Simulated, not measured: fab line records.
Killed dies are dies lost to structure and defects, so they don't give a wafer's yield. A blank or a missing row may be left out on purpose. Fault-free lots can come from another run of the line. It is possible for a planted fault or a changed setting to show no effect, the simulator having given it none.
Which tool was responsible?	flow n5 finfet	Sampling: 24 lots, 72 wafers, 6 of 1938 route steps

## WHAT THE GAUGES SHOWED, per wafer
N5_BEOL_M11_INSPECT_30: inspects for defects (brightfield). Usual: 444 for raw defect count, sd 120.
lot	measured	on	raw defect count	flag
L074	day 10 08:56	defect inspect-01	516 516 380	
L075	day 10 15:04	defect inspect-02	488 380 409	
L077	day 11 00:04	defect inspect-01	526 481 486	
L078	day 11 03:31	defect inspect-01	476 404 398	
L079	day 11 10:40	defect inspect-01	372 472 433	
L080	day 11 23:35	defect inspect-01	462 373 465	
L082	day 12 12:31	defect inspect-01	774 488 507	
L081	day 12 12:41	defect inspect-01	387 366 382	
L083	day 13 05:16	defect inspect-01	352 500 480	
L084	day 13 10:22	defect inspect-01	420 355 520	
L086	day 13 14:07	defect inspect-01	479 478 723	
L085	day 13 18:23	defect inspect-01	476 355 322	
L087	day 13 22:20	defect inspect-02	492 413 483	
L089	day 14 03:58	defect inspect-01	583 505 782	
L088	day 14 07:21	defect inspect-02	314 298 376	
L090	day 14 12:18	defect inspect-01	460 442 682	
L091	day 15 01:31	defect inspect-02	328 254 260	
L092	day 15 04:09	defect inspect-01	419 393 437	
L093	day 15 04:18	defect inspect-01	546 427 582	
L094	day 16 08:49	defect inspect-01	243 358 304	
L076	day 16 09:13	defect inspect-01	589 603 452	
L095	day 16 15:23	defect inspect-01	391 522 486	
L097	day 17 04:49	defect inspect-02	467 272 308	
L096	day 18 00:33	defect inspect-02	375 349 375	

N5_BEOL_M11_INSPECT_58: inspects for defects (darkfield). Usual: 65 for raw defect count, sd 22.
lot	measured	on	raw defect count	flag
L074	day 10 11:53	defect inspect-02	79 104 95	
L075	day 10 18:22	defect inspect-02	41 40 31	
L077	day 11 03:08	defect inspect-02	52 49 34	
L078	day 11 07:53	defect inspect-01	45 84 65	
L079	day 11 17:34	defect inspect-01	110 56 49	
L080	day 12 02:58	defect inspect-02	93 44 38	
L082	day 12 15:36	defect inspect-02	52 49 50	
L081	day 12 16:25	defect inspect-02	72 58 61	
L083	day 13 10:00	defect inspect-02	57 40 32	
L084	day 13 13:22	defect inspect-01	99 42 56	
L086	day 13 17:26	defect inspect-02	64 54 60	
L085	day 13 21:44	defect inspect-01	67 128 65	
L087	day 14 02:37	defect inspect-01	51 42 44	
L089	day 14 07:59	defect inspect-02	61 92 72	
L088	day 14 11:58	defect inspect-01	56 37 48	
L090	day 14 16:55	defect inspect-02	48 37 51	
L091	day 15 05:25	defect inspect-01	59 64 55	
L092	day 15 07:08	defect inspect-01	45 58 55	
L093	day 15 07:32	defect inspect-02	64 69 50	
L094	day 16 11:49	defect inspect-01	139 46 45	
L076	day 16 14:34	defect inspect-02	103 83 119	
L095	day 16 20:11	defect inspect-01	102 104 84	
L097	day 17 09:52	defect inspect-01	104 57 83	
L096	day 18 04:23	defect inspect-01	100 83 68	

## WHAT TOOL EACH LOT RAN ON (gives the tool, then ch and the chambers of the sampled wafers, and finally the start)
lot	N5_BEOL_M11_CURE_71	N5_BEOL_M11_ETCH_62	N5_BEOL_M11_STRIP_36	N5_BEOL_M11_TRENCH_ETCH_37
L074	uv cure-02 ch 0, day 10 04:46	rie diel-04 ch 0,2,3, day 10 07:59	rie diel-04 ch 2,3, day 10 09:14	rie diel-04 ch 2,3, day 10 11:53 or earlier
L075	uv cure-02 ch 1, day 10 09:13	rie diel-05 ch 0,2,3, day 10 11:15	rie diel-02 ch 0,2, day 10 15:33	rie diel-02 ch 0,2, day 10 18:22 or earlier
L077	uv cure-02 ch 2, day 10 18:45	rie diel-05 ch 0,1,3, day 10 21:24	rie diel-05 ch 1,2,3, day 11 00:22	rie diel-05 ch 1,2,3, day 11 03:08 or earlier
L078	uv cure-02 ch 2, day 10 21:47	rie diel-02 ch 0,1,2, day 11 00:52	rie diel-05 ch 0,1,2, day 11 04:02	rie diel-05 ch 0,1,2, day 11 07:53 or earlier
L079	uv cure-03 ch 1, day 11 05:03	rie diel-02 ch 0,2, day 11 08:21	rie diel-02 ch 2,3, day 11 11:14	rie diel-02 ch 2,3, day 11 17:34 or earlier
L080	uv cure-02 ch 1, day 11 10:26	rie diel-02 ch 0,2,3, day 11 12:20	rie diel-02 ch 1,2,3, day 11 23:55	rie diel-02 ch 1,2,3, day 12 02:58 or earlier
L082	uv cure-01 ch 2, day 12 07:19	rie diel-02 ch 0,2,3, day 12 10:56	rie diel-02 ch 1,2,3, day 12 12:49	rie diel-02 ch 1,2,3, day 12 15:36 or earlier
L081	uv cure-03 ch 1, day 12 07:55	rie diel-02 ch 0,2,3, day 12 11:11	rie diel-02 ch 0,3, day 12 13:17	rie diel-02 ch 0,3, day 12 16:25 or earlier
L083	uv cure-03 ch 1, day 13 00:35	rie diel-02 ch 0,2,3, day 13 04:14	rie diel-04 ch 0,1, day 13 05:34	rie diel-04 ch 0,1, day 13 10:00 or earlier
L084	uv cure-01 ch 0, day 13 07:59	rie diel-02 ch 0,1, day 13 09:25	rie diel-05 ch 0,2,3, day 13 10:42	rie diel-05 ch 0,2,3, day 13 13:22 or earlier
L086	uv cure-01 ch 2, day 13 11:44	rie diel-05 ch 0,1,3, day 13 13:02	rie diel-02 ch 0,1,2, day 13 14:25	rie diel-02 ch 0,1,2, day 13 17:26 or earlier
L085	uv cure-03 ch 2, day 13 13:18	rie diel-04 ch 1,2,3, day 13 15:31	rie diel-02 ch 1,2, day 13 18:42	rie diel-02 ch 1,2, day 13 21:44 or earlier
L087	uv cure-01 ch 0, day 13 17:46	rie diel-04 ch 1,2,3, day 13 20:33	rie diel-02 ch 0,2,3, day 13 22:38	rie diel-02 ch 0,2,3, day 14 02:37 or earlier
L089	uv cure-02 ch 1, day 14 00:39	rie diel-04 ch 1,2,3, day 14 02:40	rie diel-05 ch 1,2, day 14 04:17	rie diel-05 ch 1,2, day 14 07:59 or earlier
L088	uv cure-03 ch 0, day 14 04:23	rie diel-05 ch 0,2,3, day 14 06:15	rie diel-02 ch 1,2, day 14 07:48	rie diel-02 ch 1,2, day 14 11:58 or earlier
L090	uv cure-02 ch 2, day 14 05:53	rie diel-02 ch 0,1,3, day 14 08:07	rie diel-04 ch 1,2,3, day 14 12:37	rie diel-04 ch 1,2,3, day 14 16:55 or earlier
L091	uv cure-01 ch 0, day 14 20:13	rie diel-04 ch 1,2, day 14 23:48	rie diel-05 ch 0,1,2, day 15 01:49	rie diel-05 ch 0,1,2, day 15 05:25 or earlier
L092	uv cure-01 ch 1, day 14 22:54	rie diel-04 ch 1,2, day 15 02:35	rie diel-04 ch 0,2, day 15 04:28	rie diel-04 ch 0,2, day 15 07:08 or earlier
L093	uv cure-02 ch 1, day 14 23:54	rie diel-05 ch 2,3, day 15 02:44	rie diel-02 ch 0,1, day 15 04:41	rie diel-02 ch 0,1, day 15 07:32 or earlier
L094	uv cure-02 ch 1, day 16 04:42	rie diel-02 ch 1,2, day 16 07:12	rie diel-05 ch 2,3, day 16 09:07	rie diel-05 ch 2,3, day 16 11:49 or earlier
L076	uv cure-02 ch 0, day 16 06:40	rie diel-05 ch 1,2, day 16 08:17	rie diel-02 ch 0,1, day 16 09:52	rie diel-02 ch 0,1, day 16 14:34 or earlier
L095	uv cure-03 ch 2, day 16 10:37	rie diel-05 ch 0,1, day 16 14:12	rie diel-05 ch 2,3, day 16 15:42	rie diel-05 ch 2,3, day 16 20:11 or earlier
L097	uv cure-03 ch 2, day 17 00:48	rie diel-05 ch 1,2, day 17 04:07	rie diel-04 ch 1,2, day 17 05:28	rie diel-04 ch 1,2, day 17 09:52 or earlier
L096	uv cure-02 ch 2, day 17 20:32	rie diel-02 ch 0,2,3, day 17 22:45	rie diel-02 ch 0,1,2, day 18 00:52	rie diel-02 ch 0,1,2, day 18 04:23 or earlier
- N5_BEOL_M11_CURE_71: cures SiCOH lowk, time 240 s.
- N5_BEOL_M11_ETCH_62: etches SOC in N2/H2, target depth 110 nm, overetch 22 nm, time 165 s.
- N5_BEOL_M11_STRIP_36: strips in N2/H2.
- N5_BEOL_M11_TRENCH_ETCH_37: etches SiCOH lowk in C4F6/O2, target depth 148.83 nm, time 48 s.

## WHAT THE TOOLS THEMSELVES READ (means of the sampled wafers that have a number; where no wafer has one, the mark that the record gives instead)
N5_BEOL_M11_CURE_71. Usual: lamp power pct 52.31 %, standard deviation 0.056; wafer_temp_C_max 387.1, standard deviation 0.64.
lot	tool	lamp power pct (%)	wafer_temp_C_max	flag
L074	uv cure-02	52.26	387.5	
L075	uv cure-02	52.31	388.2	
L077	uv cure-02	52.29	386.6	
L078	uv cure-02	52.38	386.6	
L079	uv cure-03	52.29	386.6	
L080	uv cure-02	52.28	387.7	
L082	uv cure-01	52.33	386.2	
L081	uv cure-03	52.30	386.9	
L083	uv cure-03	52.31	386.6	
L084	uv cure-01	52.38	386.8	
L086	uv cure-01	52.33	386.9	
L085	uv cure-03	52.34	387.5	
L087	uv cure-01	52.34	387.1	
L089	uv cure-02	52.31	388.0	
L088	uv cure-03	52.33	388.0	
L090	uv cure-02	52.31	387.0	
L091	uv cure-01	52.32	386.7	
L092	uv cure-01	52.31	386.2	
L093	uv cure-02	52.27	387.5	
L094	uv cure-02	52.29	387.6	
L076	uv cure-02	52.30	387.5	
L095	uv cure-03	52.31	387.7	
L097	uv cure-03	52.32	387.5	
L096	uv cure-02	52.27	386.6	

N5_BEOL_M11_ETCH_62. Usual: drypump motor current A 5.6 A, standard deviation 0.39; h2 flow sccm 200.0 sccm, standard deviation 0.63; oes product au 0.67 a.u., standard deviation 0.06; rf vpp V 524.4 V, standard deviation 2.3; showerhead plenum p Torr 2.57 Torr, standard deviation 0.084; throttle valve pct 18.00 %, standard deviation 0.19.
lot	tool	drypump motor current A (A)	h2 flow sccm (sccm)	oes product au (a.u.)	rf vpp V (V)	showerhead plenum p Torr (Torr)	throttle valve pct (%)	flag
L074	rie diel-04	5.3	200.1	0.65	524.6	2.58	17.92	
L075	rie diel-05	5.4	200.3	0.68	522.7	2.49	18.02	
L077	rie diel-05	5.5	200.0	0.69	523.5	2.54	18.07	
L078	rie diel-02	5.8	199.9	0.66	525.1	2.60	18.02	
L079	rie diel-02	5.6	200.8	0.63	526.2	2.62	17.94	
L080	rie diel-02	5.7	200.1	0.67	525.9	2.64	17.88	
L082	rie diel-02	5.7	200.9	0.67	526.1	2.64	17.88	
L081	rie diel-02	5.7	199.6	0.67	526.3	2.64	17.89	
L083	rie diel-02	5.6	199.5	0.66	525.8	2.64	17.89	
L084	rie diel-02	5.7	200.0	0.66	524.6	2.56	18.10	
L086	rie diel-05	5.5	199.9	0.68	523.0	2.53	18.10	
L085	rie diel-04	5.1	199.8	0.71	523.9	2.57	17.88	
L087	rie diel-04	5.1	199.9	0.72	524.8	2.57	17.88	
L089	rie diel-04	5.1	199.9	0.71	523.9	2.57	17.88	
L088	rie diel-05	5.4	200.2	0.66	521.9	2.47	18.06	
L090	rie diel-02	5.8	200.8	0.69	525.9	2.61	17.99	
L091	rie diel-04	5.0	199.9	0.68	525.7	2.59	17.89	
L092	rie diel-04	5.0	199.2	0.68	525.4	2.59	17.89	
L093	rie diel-05	5.6	199.5	0.61	519.9	2.41	18.00	
L094	rie diel-02	5.9	200.3	0.63	526.1	2.61	18.04	
L076	rie diel-05	5.8	200.3	0.62	521.8	2.46	18.16	
L095	rie diel-05	5.8	199.4	0.67	524.6	2.58	18.28	
L097	rie diel-05	6.0	199.4	0.63	522.8	2.51	18.23	
L096	rie diel-02	5.6	200.3	0.64	524.9	2.62	17.94	

N5_BEOL_M11_STRIP_36. Usual: drypump motor current A 5.6 A, standard deviation 0.36; h2 flow sccm 200.0 sccm, standard deviation 0.59; oes product au 0.79 a.u., standard deviation 0.075; rf vpp V 59.1 V, standard deviation 1.7; showerhead plenum p Torr 2.58 Torr, standard deviation 0.086; throttle valve pct 23.8 %, standard deviation 0.33.
lot	tool	drypump motor current A (A)	h2 flow sccm (sccm)	oes product au (a.u.)	rf vpp V (V)	showerhead plenum p Torr (Torr)	throttle valve pct (%)	flag
L074	rie diel-04	5.1	200.1	0.81	59.6	2.56	23.7	
L075	rie diel-02	5.7	200.6	0.75	58.3	2.62	23.8	
L077	rie diel-05	5.8	200.1	0.76	59.8	2.47	23.8	
L078	rie diel-05	5.6	200.0	0.83	58.9	2.54	24.2	
L079	rie diel-02	5.7	200.0	0.79	59.7	2.66	23.6	
L080	rie diel-02	5.8	199.8	0.82	57.2	2.64	23.7	
L082	rie diel-02	5.8	200.3	0.82	60.3	2.64	23.8	
L081	rie diel-02	5.7	200.8	0.83	58.3	2.65	23.7	
L083	rie diel-04	5.2	200.2	0.72	60.3	2.62	23.6	
L084	rie diel-05	5.3	200.2	0.79	58.9	2.47	24.0	
L086	rie diel-02	5.8	200.2	0.78	59.4	2.59	23.9	
L085	rie diel-02	5.8	199.9	0.76	58.6	2.61	23.8	
L087	rie diel-02	5.7	200.3	0.77	58.6	2.63	23.7	
L089	rie diel-05	6.0	200.1	0.74	59.1	2.51	24.2	
L088	rie diel-02	5.8	200.1	0.75	58.1	2.61	23.8	
L090	rie diel-04	5.1	199.9	0.83	58.8	2.56	23.8	
L091	rie diel-05	5.6	199.5	0.78	59.5	2.52	24.2	
L092	rie diel-04	5.3	199.6	0.74	58.7	2.60	23.5	
L093	rie diel-02	5.9	199.8	0.80	61.2	2.56	24.1	
L094	rie diel-05	5.6	199.3	0.70	59.3	2.40	23.7	
L076	rie diel-02	5.9	200.7	0.79	61.1	2.56	24.1	
L095	rie diel-05	5.6	200.6	0.71	58.2	2.40	23.7	
L097	rie diel-04	5.0	199.8	0.77	59.5	2.58	23.7	
L096	rie diel-02	5.8	199.9	0.75	59.4	2.57	23.9	

N5_BEOL_M11_TRENCH_ETCH_37. Usual: drypump motor current A 5.6 A, standard deviation 0.36; oes product au 0.79 a.u., standard deviation 0.076; rf vpp V 671 V, standard deviation 16; showerhead plenum p Torr 2.89 Torr, standard deviation 0.094; throttle valve pct 21.10 %, standard deviation 0.15.
lot	tool	drypump motor current A (A)	oes product au (a.u.)	rf vpp V (V)	showerhead plenum p Torr (Torr)	throttle valve pct (%)	flag
L074	rie diel-04	5.1	0.82	681	2.88	21.14	
L075	rie diel-02	5.6	0.75	683	2.93	21.04	
L077	rie diel-05	5.8	0.75	659	2.77	21.05	
L078	rie diel-05	5.6	0.82	662	2.83	21.10	
L079	rie diel-02	5.7	0.79	683	2.98	21.00	
L080	rie diel-02	5.8	0.82	673	2.96	21.10	
L082	rie diel-02	5.8	0.82	673	2.96	21.12	
L081	rie diel-02	5.7	0.83	658	2.99	21.06	
L083	rie diel-04	5.2	0.72	682	2.95	20.97	
L084	rie diel-05	5.4	0.78	661	2.78	21.15	
L086	rie diel-02	5.8	0.78	674	2.90	21.20	
L085	rie diel-02	5.8	0.76	685	2.93	21.14	
L087	rie diel-02	5.7	0.79	670	2.95	21.07	
L089	rie diel-05	6.0	0.75	659	2.80	21.05	
L088	rie diel-02	5.8	0.76	685	2.92	21.14	
L090	rie diel-04	5.1	0.83	679	2.88	21.04	
L091	rie diel-05	5.6	0.78	662	2.81	21.14	
L092	rie diel-04	5.3	0.75	684	2.92	20.97	
L093	rie diel-02	5.9	0.80	665	2.88	21.33	
L094	rie diel-05	5.6	0.70	645	2.70	21.11	
L076	rie diel-02	5.9	0.78	664	2.88	21.34	
L095	rie diel-05	5.6	0.70	646	2.70	21.12	
L097	rie diel-04	5.0	0.78	681	2.91	21.16	
L096	rie diel-02	5.8	0.76	674	2.89	21.24	

## THE ANSWER, worked out from the rows above alone
Rule: a lot counts as off when the mean over its wafers that have a number is more than 3 standard deviations away from the usual mean. Also off: a lot with no number at a reading for which 4 or more lots have one. The other lots that the step has rows for count as sound. The gauges are gone through in route order, then the tools' own readings, and for those a lot's mean is taken as printed above. At the first step where some lot is off, the reading lying furthest off is the one used; lots without a number count as furthest.
No lot is off at any reading shown: from this, nothing can be told.

## WHAT WAS PUT IN BY THE SIMULATOR
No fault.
